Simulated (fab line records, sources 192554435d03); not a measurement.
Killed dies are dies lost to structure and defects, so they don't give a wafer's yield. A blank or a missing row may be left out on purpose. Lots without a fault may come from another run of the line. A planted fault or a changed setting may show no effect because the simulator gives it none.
Split-lot experiment | flow n5_finfet | 7 lots, 33 wafers read, on a route of 1938 steps

THE SPLIT
At N5_BEOL_M12_ETCH_59 (etches BARC in N2/H2, target depth 89 nm, overetch 26.7 nm, time 67.9 s), the setting target_depth_a was moved away from the recipe's 890 angstrom on 15 of the 33 wafers read, by -32.4% to +46.7%. The other wafers ran this setting at the recipe's value.

FROM THE SPLIT TO THE READING: what the file shows between them, 5 steps
- N5_BEOL_M12_VIA_ETCH_16: etches SiOC in C4F8/O2/Ar, target depth 724.8 nm
- N5_BEOL_M12_STRIP_63: strips in N2/H2
- N5_BEOL_M12_STRIP_64: strips in N2/H2
- N5_BEOL_M12_STRIP_71: strips in post etch residue remover, time 60 s
- N5_BEOL_M12_SRD_72: time 30 s, dry time 30 s

THE READING
cd_nm, in nm, at N5_BEOL_M12_CD_MEAS_17 (target cd 140 nm). Fault-free wafers of this fab line usually give 140.2 nm, standard deviation 1.4 nm.

wafer  | tool, chamber at the split | target_depth_a as run, angstrom | against the recipe | cd_nm, nm | against lot-mates on the recipe
L075.1 | rie_diel-02, 0             | 890                             | recipe             | 138.8     | -
L075.2 | rie_diel-02, 2             | 890                             | recipe             | 137.5     | -
L075.4 | rie_diel-02, 1             | 890                             | recipe             | 137.6     | -
L080.1 | rie_diel-01, 3             | 1235                            | +38.8%             | 144.4     | +3.1
L080.2 | rie_diel-01, 1             | 890                             | recipe             | 141.3     | -
L080.3 | rie_diel-01, 0             | 890                             | recipe             | 140.6     | -
L080.4 | rie_diel-01, 2             | 1235                            | +38.8%             | 146.2     | +4.9
L080.5 | rie_diel-01, 1             | 1235                            | +38.8%             | 145.7     | +4.4
L080.6 | rie_diel-01, 2             | 890                             | recipe             | 142.0     | -
L087.1 | rie_diel-02, 1             | 713.8                           | -19.8%             | 137.1     | -4.4
L087.2 | rie_diel-02, 2             | 890                             | recipe             | 141.5     | -
L087.3 | rie_diel-02, 3,1           | 713.8                           | -19.8%             | 139.9     | -1.6
L090.1 | rie_diel-02, 2             | 890                             | recipe             | 139.5     | -
L090.2 | rie_diel-02, 1             | 1095                            | +23.0%             | 142.6     | +2.6
L090.3 | rie_diel-02, 3             | 1095                            | +23.0%             | 142.5     | +2.5
L090.4 | rie_diel-02, 0             | 890                             | recipe             | 140.2     | -
L090.5 | rie_diel-02, 2             | 1095                            | +23.0%             | 141.1     | +1.1
L090.6 | rie_diel-02, 3             | 890                             | recipe             | 140.2     | -
L088.1 | rie_diel-05, 3             | 1273                            | +43.0%             | 145.0     | +4.5
L088.2 | rie_diel-05, 2,0           | 890                             | recipe             | 139.6     | -
L088.3 | rie_diel-05, 2,0           | 890                             | recipe             | 143.1     | -
L088.4 | rie_diel-05, 1             | 890                             | recipe             | 138.7     | -
L088.5 | rie_diel-05, 0             | 1273                            | +43.0%             | 143.7     | +3.2
L088.6 | rie_diel-05, 3             | 1273                            | +43.0%             | 143.8     | +3.3
L089.1 | rie_diel-05, 3             | 601.4                           | -32.4%             | 137.8     | -1.9
L089.2 | rie_diel-05, 2             | 890                             | recipe             | 140.4     | -
L089.4 | rie_diel-05, 1             | 890                             | recipe             | 139.1     | -
L093.1 | rie_diel-02, 3             | 1306                            | +46.7%             | 145.8     | +5.0
L093.2 | rie_diel-02, 0             | 890                             | recipe             | 142.3     | -
L093.3 | rie_diel-02, 2             | 1306                            | +46.7%             | 144.4     | +3.6
L093.4 | rie_diel-02, 1             | 1306                            | +46.7%             | 143.8     | +3.0
L093.5 | rie_diel-02, 0             | 890                             | recipe             | 140.1     | -
L093.6 | rie_diel-02, 1             | 890                             | recipe             | 140.1     | -
Where a row lists several chambers, the file gives one row for several wafers and doesn't say which wafer went through which chamber.

THE FIT
A straight line over all 33 wafers: cd_nm changes by +0.0999 nm for each +1% of target_depth_a; r = +0.86; the points scatter about the line by 1.4 nm.
The same after taking each lot's own level away (the mean of its wafers on the recipe; 33 wafers): +0.092 nm for each +1%; r = +0.89; scatter 1 nm.
On that fit, the largest move of target_depth_a shifts the reading by 4.3 nm.
The lots' own levels span 137.97 to 141.50 nm, that is 2.5 times the standard deviation above.
So the lot-to-lot level changes the slope little: the two slopes agree.
Check: with one of the wafers moved furthest among these (+46.7%) left out of the fit, the line predicts +4.16 nm for it against its lot-mates. It came out at +4.97 nm against them.

OTHER SPLITS ON THESE WAFERS
These wafers also went through other splits before the reading. Each is held against what the fit with the lots' levels taken away leaves over:
other split on the same wafers      | wafers away from the commonest value | r with cd_nm (lot level and that fit taken away)
N5_BEOL_M10_ILD_DEP_00 target_thk_a | 4                                    | +0.05

THE WHOLE CHAIN: every reading that the file lists as answering this split, in the file's order
step                    | what it does                                                            | reading                                                                          | change (the file's fit)                | r (the file's)
N5_BEOL_M12_ETCH_59     | etches BARC in N2/H2, target depth 89 nm, overetch 26.7 nm, time 67.9 s | coat_of_BEOL_M12_COAT_04.thk_nm (the simulator's own value, which no gauge read) | -0.465 nm for each +1% of the setting  | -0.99
N5_BEOL_M12_VIA_ETCH_16 | etches SiOC in C4F8/O2/Ar, target depth 724.8 nm                        | coat_of_BEOL_M12_COAT_04.thk_nm (the simulator's own value, which no gauge read) | -0.46 nm for each +1% of the setting   | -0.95
N5_BEOL_M12_STRIP_63    | strips in N2/H2                                                         | strip_time_to_endpoint_s                                                         | withheld for each +1% of the setting   | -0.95
N5_BEOL_M12_CD_MEAS_17  | target cd 140 nm                                                        | cd_nm                                                                            | +0.0895 nm for each +1% of the setting | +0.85

THE FILE'S OWN FIT
cd_nm changes by +0.0895 nm for each +1% of target_depth_a, r = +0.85.
